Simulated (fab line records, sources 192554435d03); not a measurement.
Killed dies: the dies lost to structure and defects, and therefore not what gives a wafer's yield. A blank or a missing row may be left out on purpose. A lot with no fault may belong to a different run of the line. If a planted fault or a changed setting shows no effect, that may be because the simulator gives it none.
What tool caused it?    flow n5_finfet    12 lots, 36 wafers sampled, at 1 step of a route of 1938

WHAT THE GAUGES READ, wafer by wafer
N5_ZERO_LAYER_INSPECT_20: inspects for defects (darkfield).
lot   measured     on                 raw_defect_count
L075  day 1 19:27  defect_inspect-01  24 18 23
L077  day 2 07:23  defect_inspect-01  40 27 25
L079  day 2 19:15  defect_inspect-01  48 27 45
L081  day 3 07:17  defect_inspect-02  30 20 22
L083  day 3 19:37  defect_inspect-02  23 31 37
L085  day 4 07:24  defect_inspect-01  22 20 13
L087  day 4 19:24  defect_inspect-02  35 31 47
L089  day 5 07:28  defect_inspect-01  24 14 29
L091  day 5 19:51  defect_inspect-02  32 18 32
L093  day 6 07:24  defect_inspect-01  41 42 56
L095  day 6 19:26  defect_inspect-01  40 31 71
L097  day 7 07:26  defect_inspect-01  25 29 35

WHICH TOOL RAN EACH LOT (tool, then ch and the chambers of the sampled wafers, then the start)
No process step before these readings appears in the record.

THE ANSWER, worked out from the rows above alone
Rule: the lots themselves supply what counts as usual. The widest of any qualifying gaps counts: lots, ordered by their means at a reading, are off when they make up no more than a third of the lots, leave a main group of 4 or more, and stand apart from it by 3 or more times the standard deviation of that group's means. A main group is skipped when, at the precision printed for the reading in the tables above, its means are all equal. A lot without any number at a reading at which 4 lots or more have one is off too. All remaining lots with rows at the step are treated as sound.
Nothing can be told from this: no lot is off at any reading shown.

WHAT THE SIMULATOR PUT IN
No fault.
